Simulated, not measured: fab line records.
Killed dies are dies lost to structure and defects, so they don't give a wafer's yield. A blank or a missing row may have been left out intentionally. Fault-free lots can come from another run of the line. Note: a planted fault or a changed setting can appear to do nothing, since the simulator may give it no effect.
fab line records	flow nand-harc
record lots=12	wafers=36	last-day=33
route steps=1302 shown A_M1@1183 END@1302
lots with no fault: from the same line, run without faults
start-h: the number of hours between the record's first day and the start of the first shown wafer of the lot	wait-h: hours since the lot's step before	" same as the row above	L1.1+2: a single row standing in for several wafers	- value missing, or start not given	* or withheld: withheld	< > ~ a bound
route shown NAME@n: a module of which the file shows steps, and the number in the route of the first	usual: mean/standard deviation taken from wafers without a fault	same: alike in all rows	chamber/n: place in a boat	sites: readings site by site	_std_site: the values' standard deviation	_edge_site: the outer-site mean with the inner-site mean subtracted	radius-mm: how far each site lies from the wafer's centre	mask NAME#n: copy n	behind: the most recent tool/chamber to have shaped the wafer	hold: reason for holding the lot/hours on hold/outcome of the hold	device: the n, p or np transistor that did not switch	end of line: at the end of the route, the tests of the same wafers	a step without rows: its recipe alone	killed: at the first sort, the dies lost to defects and structure; wafer yield is something else	map: shows each die of a wafer: x if killed, . if not, _ if none is there
set.NAME: the setting that was run; set.NAME@STEP: the one run at that earlier step	model.NAME: the simulator's own value behind a step, which no gauge read
one table for each step of the route and one row for each wafer, over a sample of lots
services: when a tool's chamber went out of use (start-h, in hours from the record's first day, below 0 if earlier), for how many hours, and the reason
## steps
# step NHARC_A_M1_ETCH_35
# recipe target-depth-a=400	overetch-a=120	time-s=43.94	ion-energy-ev=200	n2-flow-sccm=150	h2-flow-sccm=150	ar-flow-sccm=0	rf-w=400	bias-w=150	chemistry=N2/H2
# usual bias-w=150.0/0.51	drypump-motor-current-A=5.6/0.43	oes-product-au=0.997/0.012	rf-vpp-V=431.1/2.5	showerhead-plenum-p-Torr=2.06/0.084	throttle-valve-pct=14.171/0.0094
lot.wafer	tool	chamber	start-h	wait-h	bias-w	drypump-motor-current-A	oes-product-au	rf-hours-counter-h	rf-vpp-V	showerhead-plenum-p-Torr	throttle-valve-pct
L534.2	rie-diel-07	3	532.72	0.1	149.8	5.7	0.999	4.7	432.6	2.15	14.165
L534.5	"	2	"	"	150.7	4.9	1.013	-	428.7	1.95	14.181
L534.6	"	3	"	"	149.8	5.7	1.002	-	432.6	2.15	14.174
L535.2	rie-diel-13	3	553.34	0.1	150.6	5.9	0.978	1.5	430.5	2.08	14.167
L535.1	"	0	"	"	149.8	5.9	0.988	1.6	431.0	2.00	14.181
L535.6	"	3	"	"	150.7	5.9	0.995	-	431.3	2.08	14.163
L536.3	rie-diel-13	0	557.74	0.1	149.6	5.9	1.002	1.6	430.0	2.00	14.157
L536.1	"	1	"	"	150.1	5.4	0.986	1.9	427.8	1.93	14.172
L536.5	"	3	"	"	151.0	5.9	0.988	-	432.1	2.08	14.174
L538.4	rie-diel-04	2	593.49	0.1	150.6	5.8	0.988	1.4	432.4	2.04	14.176
L538.2	"	0	"	"	149.3	5.6	0.999	1.3	427.4	1.96	14.182
L538.3	"	1	"	"	150.2	5.1	0.989	1.5	433.4	2.15	14.180
L542.2	rie-diel-07	3	616.03	0.1	150.1	5.7	1.006	9.5	432.5	2.15	14.168
L542.3	"	1	"	"	149.9	5.2	0.999	6.7	434.8	2.19	14.163
L542.6	"	3	"	"	149.9	5.7	1.007	-	435.7	2.14	14.165
L545.2	rie-diel-04	3	642.31	0.1	149.9	5.1	1.020	2.7	432.9	2.15	14.156
L545.4	"	1	"	"	149.5	5.1	0.982	3.1	434.1	2.15	14.164
L545.5	"	2	"	"	151.0	5.9	1.003	-	430.9	2.04	14.172
L549.1	rie-diel-13	2	671.83	0.1	150.1	6.2	0.983	8.8	434.6	2.17	14.184
L549.4	"	3	"	"	150.7	5.9	0.984	-	430.6	2.08	14.169
L549.6	"	0	"	"	149.9	5.9	1.001	-	429.4	2.00	14.154
L551.2	rie-diel-04	1	699.71	0.1	149.5	5.1	0.990	4.5	434.0	2.15	14.172
L551.4	"	0	"	"	150.2	5.6	1.013	4.2	428.8	1.96	14.177
L551.5	"	2	"	"	149.9	5.8	0.988	-	430.3	2.04	14.172
L550.3	rie-diel-13	1	709.84	0.1	150.4	5.4	0.997	0.0	427.7	1.93	14.174
L550.2	"	2	"	"	150.2	6.2	1.001	0.0	434.5	2.17	14.173
L550.6	"	1	"	"	149.9	5.4	1.003	-	427.9	1.93	14.188
L553.1	rie-diel-13	3	723.41	0.1	150.0	5.9	0.995	1.0	429.3	2.07	14.167
L553.4	"	1	"	"	150.1	5.4	1.012	-	428.7	1.93	14.169
L553.6	"	1	"	"	150.1	5.4	1.008	-	427.0	1.93	14.152
L552.4	rie-diel-07	0	726.15	0.1	150.9	4.9	0.998	5.6	428.6	2.05	14.162
L552.6	"	0	"	"	150.1	4.9	1.006	-	430.1	2.05	14.163
L552.5	"	1	"	"	149.1	5.2	0.993	-	433.6	2.19	14.158
L554.1	rie-diel-13	0	743.05	0.1	150.6	5.8	1.002	2.4	429.3	2.00	14.171
L554.3	"	1	"	"	150.7	5.4	1.004	2.3	427.1	1.93	14.165
L554.6	"	3	"	"	150.6	5.9	0.998	-	431.2	2.07	14.166
# step NHARC_A_M1_DEGAS_29
# recipe temp-c=250	time-s=60
# usual heater-power-w=341/34
lot.wafer	tool	chamber	start-h	wait-h	heater-power-w
L534.2	pvd-sputter-02	-	533.66	-	344
L534.6	"	-	"	"	305
L534.5	"	-	"	"	355
L535.1	pvd-sputter-01	-	554.27	-	363
L535.2	"	-	"	"	299
L535.6	"	-	"	"	371
L536.1	pvd-sputter-02	-	558.74	-	346
L536.3	"	-	"	"	346
L536.5	"	-	"	"	340
L538.3	pvd-sputter-03	-	594.43	-	357
L538.2	"	-	"	"	407
L538.4	"	-	"	"	314
L542.3	pvd-sputter-03	-	616.97	-	401
L542.2	"	-	"	"	314
L542.6	"	-	"	"	353
L545.2	pvd-sputter-03	-	643.30	-	314
L545.4	"	-	"	"	396
L545.5	"	-	"	"	338
L549.1	pvd-sputter-02	-	672.84	-	387
L549.4	"	-	"	"	298
L549.6	"	-	"	"	382
L551.4	pvd-sputter-03	-	700.70	-	347
L551.2	"	-	"	"	317
L551.5	"	-	"	"	403
L550.3	pvd-sputter-01	-	710.77	-	292
L550.2	"	-	"	"	308
L550.6	"	-	"	"	373
L553.1	pvd-sputter-02	-	724.43	-	385
L553.4	"	-	"	"	328
L553.6	"	-	"	"	384
L552.4	pvd-sputter-01	-	727.09	-	282
L552.6	"	-	"	"	306
L552.5	"	-	"	"	291
L554.1	pvd-sputter-01	-	743.98	-	292
L554.3	"	-	"	"	374
L554.6	"	-	"	"	291
# step NHARC_A_M1_CMP_23
# recipe t-overpolish-s=20	target-thk-nm=154.34
# usual motor-current-A=12.1/1.4	slurry-flow-ml-min=149.9/0.44	time-to-endpoint-s=29/3.2
lot.wafer	tool	chamber	start-h	wait-h	motor-current-A	slurry-flow-ml-min	time-to-endpoint-s
L534.2	cmp-03	1	534.79	-	10.0	150.5	22
L534.6	"	3	"	"	10.8	149.6	25
L534.5	"	0	"	"	15.7	150.2	23
L535.1	cmp-01	2	555.43	-	11.9	150.8	31
L535.2	"	3	"	"	10.6	149.6	35
L535.6	"	1	"	"	12.0	150.5	33
L536.1	cmp-03	3	559.86	-	11.1	149.6	25
L536.3	"	1	"	"	10.9	149.9	26
L536.5	"	3	"	"	10.9	150.0	28
L538.2	cmp-02	2	595.51	-	12.2	149.1	26
L538.4	"	0	"	"	10.8	150.6	21
L538.3	"	1	"	"	12.8	149.8	29
L542.3	cmp-03	0	618.07	-	15.1	149.7	30
L542.2	"	2	"	"	10.9	149.2	26
L542.6	"	0	"	"	14.7	150.1	26
L545.4	cmp-03	2	644.39	-	11.6	149.4	27
L545.2	"	0	"	"	15.7	149.5	29
L545.5	"	2	"	"	11.6	149.1	29
L549.4	cmp-01	0	673.97	-	13.0	149.8	31
L549.1	"	1	"	"	12.0	149.9	30
L549.6	"	3	"	"	11.2	150.3	33
L551.2	cmp-02	3	701.80	-	12.0	149.9	36
L551.4	"	1	"	"	12.6	149.7	33
L551.5	"	0	"	"	11.0	149.9	25
L550.2	cmp-01	0	711.93	-	13.2	150.7	31
L550.3	"	1	"	"	12.1	150.4	32
L550.6	"	2	"	"	11.9	150.4	29
L553.1	cmp-03	3	725.52	-	11.6	149.4	28
L553.4	"	0	"	"	15.3	150.6	27
L553.6	"	3	"	"	11.4	149.5	27
L552.4	cmp-02	3	728.20	-	12.2	151.2	31
L552.5	"	2	"	"	12.1	149.6	27
L552.6	"	3	"	"	11.7	150.3	31
L554.1	cmp-03	0	745.09	-	15.4	150.1	26
L554.3	"	1	"	"	10.9	149.5	28
L554.6	"	0	"	"	15.6	149.9	29
# step NHARC_A_M1_INSPECT_27
# usual raw-defect-count=523/110
lot.wafer	tool	chamber	start-h	wait-h	raw-defect-count
L534.2	defect-inspect-02	-	535.20	0.0	571
L534.5	"	-	"	"	426
L534.6	"	-	"	"	378
L535.1	defect-inspect-02	-	555.84	0.0	418
L535.2	"	-	"	"	736
L535.6	"	-	"	"	487
L536.1	defect-inspect-02	-	560.33	0.0	447
L536.3	"	-	"	"	435
L536.5	"	-	"	"	486
L538.2	defect-inspect-02	-	596.01	0.0	929
L538.3	"	-	"	"	490
L538.4	"	-	"	"	591
L542.2	defect-inspect-02	-	618.51	0.0	1164
L542.3	"	-	"	"	489
L542.6	"	-	"	"	477
L545.2	defect-inspect-02	-	644.86	0.0	437
L545.4	"	-	"	"	1083
L545.5	"	-	"	"	1010
L549.1	defect-inspect-02	-	674.41	0.0	620
L549.4	"	-	"	"	537
L549.6	"	-	"	"	529
L551.2	defect-inspect-01	-	702.27	0.0	585
L551.4	"	-	"	"	665
L551.5	"	-	"	"	599
L550.2	defect-inspect-01	-	712.34	0.0	404
L550.3	"	-	"	"	408
L550.6	"	-	"	"	375
L553.1	defect-inspect-01	-	725.99	0.0	572
L553.4	"	-	"	"	495
L553.6	"	-	"	"	359
L552.4	defect-inspect-01	-	728.64	0.0	533
L552.5	"	-	"	"	394
L552.6	"	-	"	"	456
L554.1	defect-inspect-01	-	745.53	0.0	548
L554.3	"	-	"	"	486
L554.6	"	-	"	"	583
# step NHARC_A_M1_PRE_CLEAN_32
# recipe time-s=12	temp-c=370	rf-power-w=300	gas=NH3
# usual heater-power-w=643/55
lot.wafer	tool	chamber	start-h	wait-h	heater-power-w
L534.2	pecvd-03	1	535.27	0.1	614
L534.6	"	1	"	"	596
L534.5	"	0	"	"	605
L535.1	pecvd-02	2	555.91	0.1	703
L535.2	"	0	"	"	626
L535.6	"	0	"	"	648
L536.1	pecvd-01	2	560.40	0.1	613
L536.3	"	1	"	"	631
L536.5	"	2	"	"	595
L538.2	pecvd-01	0	596.09	0.1	654
L538.3	"	1	"	"	673
L538.4	"	2	"	"	651
L542.2	pecvd-01	0	618.58	0.1	625
L542.3	"	2	"	"	653
L542.6	"	0	"	"	616
L545.2	pecvd-01	1	644.93	0.1	687
L545.5	"	1	"	"	678
L545.4	"	0	"	"	675
L549.1	pecvd-02	1	674.49	0.1	584
L549.6	"	0	"	"	655
L549.4	"	2	"	"	677
L551.2	pecvd-01	0	702.35	0.1	579
L551.4	"	0	"	"	578
L551.5	"	1	"	"	547
L550.3	pecvd-02	0	712.41	0.1	644
L550.2	"	1	"	"	598
L550.6	"	2	"	"	693
L553.1	pecvd-01	0	726.05	0.1	648
L553.4	"	0	"	"	641
L553.6	"	2	"	"	687
L552.4	pecvd-01	1	728.77	0.1	565
L552.5	"	2	"	"	761
L552.6	"	0	"	"	670
L554.3	pecvd-02	1	745.60	0.1	600
L554.1	"	0	"	"	664
L554.6	"	0	"	"	661
# step NHARC_END_SORT_01
# recipe temp-c=25
# usual defect-limited-yield=90.6/2.9	killed-at-array=59/20	killed-at-other=0.8/1.2	killed-at-periphery=3.5/2.2	killed-dies=63/20	killed-open=3.3/1.8	killed-short=2.6/1.7
# same gross-dies=677
lot.wafer	tool	chamber	start-h	wait-h	defect-limited-yield[%]	killed-at-array	killed-at-other	killed-at-periphery	killed-dies	killed-open	killed-short
L542.2	prober-02	0	651.30	2.8	37.2	424	1	0	425	2	0
L542.3	prober-02	0	652.09	3.1	87.1	81	3	3	87	3	2
L542.6	prober-02	0	654.47	4.0	84.5	99	3	3	105	2	3
L545.2	prober-01	0	679.39	2.8	84.9	100	1	1	102	1	5
L545.4	prober-01	0	680.98	3.4	37.1	425	0	1	426	4	2
L545.5	prober-01	0	681.78	3.7	40.2	404	0	1	405	4	1
L551.2	prober-01	0	736.17	2.8	85.7	91	0	6	97	4	5
L551.4	prober-01	0	737.77	3.4	87.1	82	0	5	87	2	3
L551.5	prober-01	0	738.57	3.7	86.0	87	0	8	95	5	3
# killed by level:class
L542.2 A_M1:unspecified=349 A_CHANNEL_HOLE_D1:chamber-film-flake=33 A_SLIT:chamber-film-flake=25 A_CHANNEL_HOLE_D2:chamber-film-flake=10 A_DECK1_JOINT:chamber-film-flake=2 A_WL_FILL:geometric-particle:open=1 A_M0:geometric-particle:open=1 A_ZERO_WELL:chamber-film-flake=1
L542.3 A_SLIT:chamber-film-flake=32 A_CHANNEL_HOLE_D1:chamber-film-flake=26 A_CHANNEL_HOLE_D2:chamber-film-flake=15 A_DECK1_JOINT:chamber-film-flake=2 THIN_TSV:chamber-film-flake=2 P_GATE:geometric-particle:open=1 P_CONTACT:geometric-particle:open=1 A_ONON_D1:geometric-particle:short=1
L542.6 A_CHANNEL_HOLE_D1:chamber-film-flake=41 A_SLIT:chamber-film-flake=32 A_CHANNEL_HOLE_D2:chamber-film-flake=13 A_STAIRCASE:chamber-film-flake=3 A_BONDPAD:chamber-film-flake=3 THIN_TSV:chamber-film-flake=3 A_DECK1_JOINT:chamber-film-flake=2 P_GATE:geometric-particle:short=1
L545.2 A_SLIT:chamber-film-flake=29 A_CHANNEL_HOLE_D1:chamber-film-flake=28 A_CHANNEL_HOLE_D2:chamber-film-flake=26 A_CONTACT:chamber-film-flake=7 A_DECK1_JOINT:geometric-particle:short=2 A_CHANNEL_HOLE_D1:geometric-particle:short=1 A_CHANNEL_HOLE_D2:geometric-particle:short=1 A_CONTACT:geometric-particle:open=1
L545.4 A_M1:unspecified=351 A_CHANNEL_HOLE_D1:chamber-film-flake=30 A_SLIT:chamber-film-flake=18 A_CHANNEL_HOLE_D2:chamber-film-flake=10 A_CONTACT:chamber-film-flake=7 P_GATE:geometric-particle:open=1 A_DECK1_JOINT:geometric-particle:open=1 A_DECK1_JOINT:geometric-particle:short=1
L545.5 A_M1:unspecified=331 A_SLIT:chamber-film-flake=34 A_CHANNEL_HOLE_D1:chamber-film-flake=18 A_CHANNEL_HOLE_D2:chamber-film-flake=9 A_CONTACT:chamber-film-flake=3 P_CONTACT:geometric-particle:open=1 A_CHANNEL_FILL_D1:geometric-particle:open=1 A_DECK1_JOINT:geometric-particle:short=1
L551.2 A_CHANNEL_HOLE_D1:chamber-film-flake=29 A_SLIT:chamber-film-flake=26 A_CHANNEL_HOLE_D2:chamber-film-flake=21 A_SGD_CUT:chamber-film-flake=3 A_WL_FILL:chamber-film-flake=2 A_CONTACT:chamber-film-flake=2 P_STI:geometric-particle:short=1 P_STI:geometric-particle:open=1
L551.4 A_CHANNEL_HOLE_D1:chamber-film-flake=36 A_SLIT:chamber-film-flake=26 A_CHANNEL_HOLE_D2:chamber-film-flake=15 A_WL_FILL:geometric-particle:open=2 P_ZERO_WELL:chamber-film-flake=2 P_BONDPAD:chamber-film-flake=2 A_SOURCE_PLATE:geometric-particle:short=1 A_CHANNEL_FILL_D1:geometric-particle:short=1
L551.5 A_CHANNEL_HOLE_D1:chamber-film-flake=35 A_SLIT:chamber-film-flake=27 A_CHANNEL_HOLE_D2:chamber-film-flake=16 P_BONDPAD:chamber-film-flake=3 P_M0:geometric-particle:open=2 P_ZERO_WELL:chamber-film-flake=2 A_STAIRCASE:chamber-film-flake=2 A_SGD_CUT:chamber-film-flake=2
## services
tool	chamber	start-h	hours	kind
cmp-03	-	512.82	1.7	repair
pvd-sputter-02	-	514.88	1.3	repair
rie-diel-13	-	519.00	9.0	pm
pvd-sputter-03	-	526.14	10.0	pm
pvd-sputter-03	-	558.22	1.5	repair
pvd-sputter-01	-	565.91	27.1	repair
rie-diel-13	2	566.82	20.7	repair
pvd-sputter-03	-	573.89	4.1	repair
pecvd-02	-	589.00	13.0	pm
cmp-03	-	590.36	4.0	pm
pvd-sputter-01	-	593.01	10.0	pm
rie-diel-13	-	593.27	1.7	repair
cmp-03	-	594.60	1.3	repair
rie-diel-13	2	600.14	2.2	repair
rie-diel-13	1	601.44	10.2	repair
rie-diel-13	3	611.26	7.2	repair
rie-diel-13	1	636.39	49.8	repair
pecvd-01	0	647.21	6.6	repair
pecvd-01	-	673.28	13.0	pm
cmp-03	-	688.51	4.0	pm
rie-diel-13	-	696.00	9.0	pm
rie-diel-13	-	713.81	0.5	repair
rie-diel-13	0	719.63	4.5	repair
rie-diel-13	2	721.87	4.6	repair
## key
first-sign step=NHARC_A_M1_INSPECT_27	reading=raw-defect-count	direction=up	sigmas=5	usual=523	struck=1086
effect step=NHARC_END_SORT_01	reading=killed-at-array	direction=up	sigmas=18	usual=59	struck=418
more-kills-born-at NHARC_A_M1_CMP_23@cmp-03=1031
met-at NHARC_A_M1_CMP_23
struck-lots L542,L545
struck-wafers L542.2,L545.4,L545.5
not-acting-at NHARC_A_M1_ETCH_35,NHARC_A_M1_DEGAS_29,NHARC_A_M1_PRE_CLEAN_32
fault kind=chamber-particle-source	tool=cmp-03	chamber=2	onset-h=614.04	steps=NHARC_A_M1_CMP_23	rate-per-visit-cm2=0.89746	end-h=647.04
